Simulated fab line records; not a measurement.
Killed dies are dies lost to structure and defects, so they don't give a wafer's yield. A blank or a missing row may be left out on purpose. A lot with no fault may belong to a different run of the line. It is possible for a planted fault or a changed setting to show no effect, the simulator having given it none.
fab line records + flow nand_harc
record:
- lots: 7
- wafers: 21
- last_day: 33
route steps=1302 shown A_STAIRCASE@767
lots that met no fault: taken from a fault-free run of the same line
start_h: hours from the record's opening day to when the first of the lot's shown wafers began + wait_h: time in hours since the lot's previous step + " the same as in the row above + L1.1+2: several wafers, shown together as one row + - value missing, or start not given + * or withheld: withheld + < > ~ a bound
route shown NAME@n: names a module that has steps shown in the file, with the first one's number in the route + usual: mean/standard deviation taken from wafers without a fault + same: alike in all rows + chamber/n: place in a boat + sites: readings site by site + _std_site: the values' standard deviation + _edge_site: mean of outer sites minus mean of inner sites + radius_mm: for every site, how far away it sits from the centre of the wafer + mask NAME#n: copy n + behind: the tool/chamber that last shaped the wafer + hold: why the lot went on hold/how many hours it stayed there/how the hold came to an end + device: the n, p or np transistor that did not switch + end of line: tests of these same wafers at the route's end + a step given without rows: its recipe and nothing more + killed: at the first sort, the dies lost to defects and structure; wafer yield is something else + map: shows each die of a wafer: x if killed, . if not, _ if none is there
set.NAME: the setting as run; set.NAME@STEP: as run at that earlier step + model.NAME: the simulator's own value behind a step, which no gauge read
lots at selected steps of the route; one table per step, one row per wafer
services: from which hour (start_h, from the record's first day; less than 0 if before it) a tool's chamber was out of use, for how many hours, and why
== steps ==
step: NHARC_A_STAIRCASE_ETCH_253
recipe:
- target_depth_a: 500
- time_s: 20.2
- ion_energy_ev: 400
- c4f8_flow_sccm: 20
- o2_flow_sccm: 10
- ar_flow_sccm: withheld
- rf_w: 600
- bias_w: 1000
- chemistry: C4F8/O2
usual:
- oes_product_au: 0.959/0.02
- rf_vpp_V: 895/6.1
| lot.wafer | tool        | chamber | start_h | wait_h | oes_product_au | rf_hours_counter_h | rf_vpp_V |
|-----------|-------------|---------|---------|--------|----------------|--------------------|----------|
| L143.3    | rie_diel-02 | 0       | 387.34  | 0.1    | 0.939          | 53                 | 899      |
| L143.4    | "           | 1       | "       | "      | 0.970          | 53                 | 903      |
| L143.6    | "           | 3       | "       | "      | 0.941          | -                  | 905      |
| L156.1    | rie_diel-02 | 3       | 515.36  | 0.1    | 0.947          | 40                 | 901      |
| L156.3    | "           | 0       | "       | "      | 0.964          | 25                 | 898      |
| L156.5    | "           | 3       | "       | "      | 0.951          | -                  | 904      |
| L157.3    | rie_diel-07 | 3       | 539.54  | 0.1    | 0.914          | 9                  | 899      |
| L157.2    | "           | 2       | "       | "      | 0.967          | 19                 | 886      |
| L157.6    | "           | 3       | "       | "      | 0.917          | -                  | 897      |
| L158.4    | rie_diel-10 | 0       | 549.47  | 0.1    | 0.944          | 43                 | 904      |
| L158.6    | "           | 1       | "       | "      | 0.982          | -                  | 887      |
| L158.5    | "           | 2       | "       | "      | 0.972          | -                  | 892      |
| L159.2    | rie_diel-02 | 1       | 557.08  | 0.1    | 0.953          | 46                 | 901      |
| L159.6    | "           | 0       | "       | "      | 0.950          | -                  | 900      |
| L159.5    | "           | 1       | "       | "      | 0.957          | -                  | 903      |
| L161.4    | rie_diel-10 | 1       | 568.13  | 0.1    | 0.966          | 49                 | 887      |
| L161.3    | "           | 2       | "       | "      | 0.965          | 44                 | 890      |
| L161.6    | "           | 0       | "       | "      | 0.990          | -                  | 903      |
| L164.3    | rie_diel-07 | 1       | 593.21  | 0.1    | 0.952          | 36                 | 894      |
| L164.1    | "           | 2       | "       | "      | 0.979          | 36                 | 888      |
| L164.4    | "           | 0       | "       | "      | 0.953          | 32                 | 889      |
step: NHARC_A_STAIRCASE_STRIP_254
recipe:
- power_w: 1500
- temp_c: 250
- chemistry: O2
usual:
- drypump_motor_current_A: 5.86/0.23
- heater_power_w: 317/39
| lot.wafer | tool            | chamber | start_h | wait_h | drypump_motor_current_A | heater_power_w | rf_hours_counter_h |
|-----------|-----------------|---------|---------|--------|-------------------------|----------------|--------------------|
| L143.4    | plasma_asher-01 | 0       | 387.51  | -      | 5.94                    | 364            | -                  |
| L143.3    | "               | 1       | "       | "      | 6.11                    | 257            | -                  |
| L143.6    | "               | 0       | "       | "      | 5.96                    | 362            | -                  |
| L156.1    | plasma_asher-01 | 1       | 515.45  | -      | 6.09                    | 260            | 35                 |
| L156.3    | "               | 0       | "       | "      | 5.96                    | 369            | -                  |
| L156.5    | "               | 1       | "       | "      | 6.10                    | 256            | -                  |
| L157.2    | plasma_asher-01 | 1       | 539.66  | -      | 6.09                    | 272            | 3                  |
| L157.3    | "               | 0       | "       | "      | 5.96                    | 353            | -                  |
| L157.6    | "               | 0       | "       | "      | 5.93                    | 350            | -                  |
| L158.4    | plasma_asher-02 | 0       | 549.66  | -      | 5.45                    | 335            | -                  |
| L158.6    | "               | 0       | "       | "      | 5.46                    | 335            | -                  |
| L158.5    | "               | 1       | "       | "      | 5.82                    | 320            | -                  |
| L159.2    | plasma_asher-01 | 0       | 557.17  | -      | 5.96                    | 358            | 5                  |
| L159.5    | "               | 0       | "       | "      | 5.96                    | 348            | -                  |
| L159.6    | "               | 1       | "       | "      | 6.10                    | 271            | -                  |
| L161.3    | plasma_asher-01 | 1       | 568.31  | -      | 6.08                    | 272            | -                  |
| L161.4    | "               | 0       | "       | "      | 5.95                    | 353            | -                  |
| L161.6    | "               | 1       | "       | "      | 6.09                    | 270            | -                  |
| L164.1    | plasma_asher-01 | 1       | 593.35  | -      | 6.12                    | 272            | 14                 |
| L164.4    | "               | 0       | "       | "      | 5.96                    | 353            | -                  |
| L164.3    | "               | 1       | "       | "      | 6.11                    | 268            | -                  |
step: NHARC_A_STAIRCASE_STRIP_255
recipe:
- time_s: 900
- temp_c: 130
- chemistry: SPM
step: NHARC_A_STAIRCASE_PRECLEAN_256
recipe:
- time_s: *
- temp_c: 50
- bath_age_min: 0
- chemistry: SC1
step: NHARC_A_STAIRCASE_SRD_257
step: NHARC_A_STAIRCASE_HM_DEP_456
recipe:
- target_thk_a: 31000
- temp_c: 400
- material: aC
usual:
- susceptor_temp_C: 400.03/0.21
- throttle_valve_pct: 35.001/0.0085
| lot.wafer | tool       | chamber | start_h | wait_h | susceptor_temp_C | throttle_valve_pct |
|-----------|------------|---------|---------|--------|------------------|--------------------|
| L143.3    | acl_dep-03 | 0       | 395.69  | -      | 399.66           | 35.011             |
| L143.4    | "          | 0       | "       | "      | 399.80           | 35.014             |
| L143.6    | "          | 0       | "       | "      | 399.75           | 34.985             |
| L156.1    | acl_dep-03 | 0       | 516.34  | -      | 399.94           | 35.005             |
| L156.3    | "          | 0       | "       | "      | 400.16           | 34.994             |
| L156.5    | "          | 0       | "       | "      | 400.35           | 34.990             |
| L157.2    | acl_dep-02 | 0       | 540.77  | -      | -                | 35.010             |
| L157.3    | "          | 0       | "       | "      | -                | 35.008             |
| L157.6    | "          | 0       | "       | "      | -                | 35.000             |
| L158.4    | acl_dep-02 | 0       | 559.11  | -      | 399.88           | 34.998             |
| L158.5    | "          | 0       | "       | "      | 399.92           | 35.007             |
| L158.6    | "          | 0       | "       | "      | 400.09           | 34.995             |
| L159.2    | acl_dep-01 | 0       | 563.03  | -      | 399.71           | 35.011             |
| L159.5    | "          | 0       | "       | "      | 399.91           | 34.982             |
| L159.6    | "          | 0       | "       | "      | 399.79           | 35.001             |
| L161.3    | acl_dep-01 | 0       | 570.59  | -      | 399.99           | 34.986             |
| L161.4    | "          | 0       | "       | "      | 399.75           | 34.997             |
| L161.6    | "          | 0       | "       | "      | 400.23           | 34.983             |
| L164.1    | acl_dep-03 | 0       | 597.39  | -      | 400.41           | 34.989             |
| L164.3    | "          | 0       | "       | "      | 400.13           | 35.006             |
| L164.4    | "          | 0       | "       | "      | 400.42           | 35.008             |
step: NHARC_A_STAIRCASE_DEP_259
recipe:
- target_thk_a: 300
- target_thk_nm: 30
- temp_c: 400
- pressure_torr: 3.5
- flow_sccm: 200
- rf_w: 350
- material: SiON
usual:
- heater_power_w: 722/100
- susceptor_temp_C: 400.03/0.22
| lot.wafer | tool     | chamber | start_h | wait_h | heater_power_w | susceptor_temp_C |
|-----------|----------|---------|---------|--------|----------------|------------------|
| L143.3    | pecvd-03 | 1       | 396.94  | 0.9    | 664            | 400.13           |
| L143.4    | "        | 1       | "       | "      | 675            | 400.11           |
| L143.6    | "        | 0       | "       | "      | 630            | 400.23           |
| L156.1    | pecvd-03 | 0       | 518.22  | 1.6    | 651            | 400.26           |
| L156.3    | "        | 1       | "       | "      | 765            | 400.27           |
| L156.5    | "        | 1       | "       | "      | 736            | 400.15           |
| L157.2    | pecvd-03 | 1       | 542.31  | 1.2    | 680            | 400.24           |
| L157.3    | "        | 0       | "       | "      | 626            | 399.72           |
| L157.6    | "        | 2       | "       | "      | 866            | 400.21           |
| L158.6    | pecvd-04 | 0       | 560.14  | 0.1    | 839            | 399.74           |
| L158.5    | "        | 1       | "       | "      | 678            | 399.91           |
| L158.4    | "        | 2       | "       | "      | 704            | 400.37           |
| L159.2    | pecvd-03 | 1       | 564.65  | 1.3    | 608            | 400.16           |
| L159.6    | "        | 2       | "       | "      | 862            | 399.90           |
| L159.5    | "        | 0       | "       | "      | 682            | 399.99           |
| L161.3    | pecvd-03 | 1       | 571.89  | 1.0    | 725            | 400.21           |
| L161.6    | "        | 0       | "       | "      | 697            | 400.12           |
| L161.4    | "        | 1       | "       | "      | 699            | 400.07           |
| L164.3    | pecvd-03 | 2       | 599.90  | 1.6    | 896            | 399.92           |
| L164.1    | "        | 0       | "       | "      | 597            | 400.59           |
| L164.4    | "        | 0       | "       | "      | 624            | 400.23           |
step: NHARC_A_STAIRCASE_DEHYDRATE_260
recipe:
- temp_c: 150
- time_s: 120
step: NHARC_A_STAIRCASE_HMDS_261
recipe:
- time_s: 30
step: NHARC_A_STAIRCASE_COAT_262
recipe:
- spin_rpm: 1200
step: NHARC_A_STAIRCASE_SOFTBAKE_263
recipe:
- temp_c: 135
- time_s: 170
step: NHARC_A_STAIRCASE_EBR_264
step: NHARC_A_STAIRCASE_EXPOSE_265
recipe:
- na: 0.5
- dose_mj: 25.01
- mask_id: CHOP_200
usual:
- exposure_dose_mJ_cm2: 25.002/0.024
- focus_offset_nm: 0.0/0.46
| lot.wafer | tool           | chamber | start_h | wait_h | mask       | exposure_dose_mJ_cm2 | focus_offset_nm |
|-----------|----------------|---------|---------|--------|------------|----------------------|-----------------|
| L143.3    | krf_scanner-02 | 0       | 397.56  | -      | CHOP_200#0 | 24.998               | 0.4             |
| L143.4    | "              | 0       | "       | "      | CHOP_200#0 | 25.006               | -0.4            |
| L143.6    | "              | 0       | "       | "      | CHOP_200#0 | 24.996               | -0.4            |
| L156.1    | krf_scanner-01 | 0       | 518.82  | -      | CHOP_200#0 | 24.999               | 0.1             |
| L156.3    | "              | 0       | "       | "      | CHOP_200#0 | 25.006               | 0.3             |
| L156.5    | "              | 0       | "       | "      | CHOP_200#0 | 24.993               | 0.3             |
| L157.2    | krf_scanner-01 | -       | 542.91  | -      | CHOP_200#0 | -                    | -               |
| L157.3    | "              | -       | "       | "      | CHOP_200#0 | -                    | -               |
| L157.6    | "              | -       | "       | "      | CHOP_200#0 | -                    | -               |
| L158.4    | krf_scanner-02 | -       | 560.67  | -      | CHOP_200#0 | -                    | -               |
| L158.5    | "              | -       | "       | "      | CHOP_200#0 | -                    | -               |
| L158.6    | "              | -       | "       | "      | CHOP_200#0 | -                    | -               |
| L159.2    | krf_scanner-02 | -       | 565.07  | -      | CHOP_200#0 | -                    | -               |
| L159.5    | "              | -       | "       | "      | CHOP_200#0 | -                    | -               |
| L159.6    | "              | -       | "       | "      | CHOP_200#0 | -                    | -               |
| L161.3    | krf_scanner-03 | 0       | 572.45  | -      | CHOP_200#0 | 24.979               | 0.2             |
| L161.4    | "              | 0       | "       | "      | CHOP_200#0 | 25.032               | 0.1             |
| L161.6    | "              | 0       | "       | "      | CHOP_200#0 | 25.023               | 0.8             |
| L164.1    | krf_scanner-03 | 0       | 600.48  | -      | CHOP_200#0 | 24.986               | 0.7             |
| L164.3    | "              | 0       | "       | "      | CHOP_200#0 | 24.992               | 0.1             |
| L164.4    | "              | 0       | "       | "      | CHOP_200#0 | 24.994               | 0.7             |
step: NHARC_A_STAIRCASE_PEB_266
recipe:
- peb_temp_c: 115
- peb_time_s: 130
== services ==
| tool            | chamber | start_h | hours | kind   |
|-----------------|---------|---------|-------|--------|
| pecvd-03        | -       | 366.37  | 13.0  | pm     |
| acl_dep-01      | -       | 367.33  | 13.0  | pm     |
| rie_diel-02     | -       | 394.69  | 9.0   | pm     |
| krf_scanner-03  | -       | 396.00  | 4.0   | pm     |
| krf_scanner-03  | -       | 407.72  | 0.5   | repair |
| rie_diel-10     | -       | 420.51  | 9.0   | pm     |
| rie_diel-02     | 0       | 421.82  | 34.6  | repair |
| krf_scanner-02  | -       | 438.00  | 4.0   | pm     |
| rie_diel-02     | 1       | 466.26  | 16.5  | repair |
| acl_dep-03      | -       | 484.55  | 13.0  | pm     |
| rie_diel-02     | 1       | 500.29  | 7.4   | repair |
| rie_diel-02     | 2       | 503.14  | 1.3   | repair |
| pecvd-03        | -       | 513.30  | 0.4   | repair |
| plasma_asher-01 | -       | 519.07  | 9.0   | pm     |
| krf_scanner-02  | -       | 530.49  | 0.2   | repair |
| rie_diel-02     | 0       | 539.74  | 2.6   | repair |
| rie_diel-02     | 2       | 541.20  | 28.6  | repair |
| pecvd-03        | -       | 547.37  | 13.0  | pm     |
| rie_diel-02     | -       | 559.32  | 0.6   | repair |
| krf_scanner-02  | -       | 561.85  | 0.6   | repair |
| rie_diel-02     | -       | 571.69  | 9.0   | pm     |
| pecvd-03        | 1       | 578.14  | 8.5   | repair |
| krf_scanner-02  | -       | 580.41  | 3.8   | repair |
| rie_diel-02     | -       | 592.64  | 0.9   | repair |
== key ==
first_sign:
- step: NHARC_A_STAIRCASE_EXPOSE_265
- reading: tool_record
- direction: missing
effect none on later readings
met_at NHARC_A_STAIRCASE_EXPOSE_265
struck_wafers L157.2,L157.3,L157.6,L158.4,L158.5,L158.6,L159.2,L159.5,L159.6
later_rows_left_out L157.2,L157.3,L157.6,L158.4,L158.5,L158.6,L159.2,L159.5,L159.6
sort_left_out L157.2,L157.3,L157.6,L158.4,L158.5,L158.6,L159.2,L159.5,L159.6
tester_left_out L157,L158,L159
onset_between 518.82 542.91
fault:
- kind: skipped_step_whole
- tool: krf_scanner-01,krf_scanner-02
- chamber: -
- onset_h: 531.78
- steps: NHARC_A_STAIRCASE_EXPOSE_265
- scope: struck_lots_only
tester_left_out: of these lots the tester's yield and bins aren't shown, on N5 and GAA mostly nor the transistor test; their killed dies are dies lost to structure and defects alone, not to doping, threshold or leakage, so they don't give the yield
sort_left_out: the simulated sort isn't trusted on such a fault, so these wafers' sort isn't shown, and their yield isn't known
later_rows_left_out: the simulator's readings of these wafers behind a module that went badly wrong aren't trusted and aren't shown, but for the sort
